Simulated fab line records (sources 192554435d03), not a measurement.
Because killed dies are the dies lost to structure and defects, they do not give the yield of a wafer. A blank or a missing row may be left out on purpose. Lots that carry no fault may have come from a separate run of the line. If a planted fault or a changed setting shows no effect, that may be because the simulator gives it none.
2 desks looking at one fault + flow n5Finfet + only its own numbers are on each desk; what lay behind them is given at the end

## THE TOOL OWNER'S DESK: pecvd-02
The tool's own readings at N5_BEOL_M15_ILD_DEP_00 (deposits SiO2 from TEOS/O2, target thk 1629.3 nm, time 346.1 s): means of the sampled wafers that have a number, for each lot that ran on this tool. The brackets show how far a lot's mean lies from the usual mean; more than 4 standard deviations puts the lot out of limits, marked OUT.
Columns: A = heaterPowerW at N5_BEOL_M15_ILD_DEP_00, usual 547 W; B = runLengthS at N5_BEOL_M15_ILD_DEP_00, usual 388.9 s; C = showerheadPlenumPTorr at N5_BEOL_M15_ILD_DEP_00, usual 8.35 Torr; D = showerheadVppV at N5_BEOL_M15_ILD_DEP_00, usual 1871 V; E = throttleValvePct at N5_BEOL_M15_ILD_DEP_00, usual 18.5 %
| lot  | first seen here | A   | B                       | C    | D    | E    |
|------|-----------------|-----|-------------------------|------|------|------|
| L622 | day 14 20:09    | 473 | 388.5                   | 8.36 | 1895 | 18.2 |
| L628 | day 16 15:04    | 452 | 388.1                   | 8.41 | 1902 | 18.1 |
| L637 | day 19 04:03    | 488 | 495.5 (+99 or more) OUT | 8.33 | 1868 | 18.1 |
This desk finds L637 out of limits, L637 being first, at day 19 04:03 (runLengthS at N5_BEOL_M15_ILD_DEP_00). L622, L628: within limits.

## METROLOGY DESK
What the gauges read, lot by lot, whatever tool the lot ran on: means of the sampled wafers that have a number. The brackets show how far a lot's mean lies from the usual mean; more than 4 standard deviations puts the lot out of limits, marked OUT.
Columns: A = M15_ILD_THK at N5_BEOL_M15_THK_MEAS_01, usual 1633 nm; B = V14_OVL at N5_BEOL_M15_OVL_MEAS_11, usual 2 nm; C = cdNm at N5_BEOL_M15_CD_MEAS_17, usual 361.4 nm
| lot  | first seen here | A              | B  | C     |
|------|-----------------|----------------|----|-------|
| L616 | day 14 04:04    | 1625           | -5 | 362.7 |
| L618 | day 14 06:38    | 1619           | 6  | 362.3 |
| L620 | day 14 13:52    | 1628           | 5  | 360.2 |
| L622 | day 14 20:24    | 1621           | 2  | 362.6 |
| L623 | day 15 02:31    | 1624           | 6  | 360.7 |
| L624 | day 15 11:01    | 1646           | 4  | 360.6 |
| L626 | day 16 05:41    | 1631           | 8  | 360.5 |
| L628 | day 16 15:20    | 1635           | -6 | 361.1 |
| L637 | day 19 04:25    | 2144 (+27) OUT | 11 | 366.7 |
| L638 | day 19 18:24    | 1641           | 4  | 362.6 |
Finding of this desk: L637 out of limits, first seen on L637 at day 19 04:25 (M15_ILD_THK at N5_BEOL_M15_THK_MEAS_01). L616, L618, L620, L622, L623, L624, L626, L628, L638: within limits.

## ALL TOGETHER
At day 19 04:03, on L637, the tool owner's desk was in a position to raise an alarm.
At day 19 04:25 the metrology desk could have sounded an alarm, on L637.
On pecvd-02, each named lot ran N5_BEOL_M15_ILD_DEP_00.

## WHAT WAS PUT IN BY THE SIMULATOR
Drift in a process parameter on pecvd-02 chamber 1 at N5_BEOL_M15_ILD_DEP_00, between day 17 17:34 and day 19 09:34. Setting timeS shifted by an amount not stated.
Shown lots that were struck: L637.
Time in hours from fault onset to the first out-of-limits reading at each desk: tool owner's desk 34, metrology desk 35.
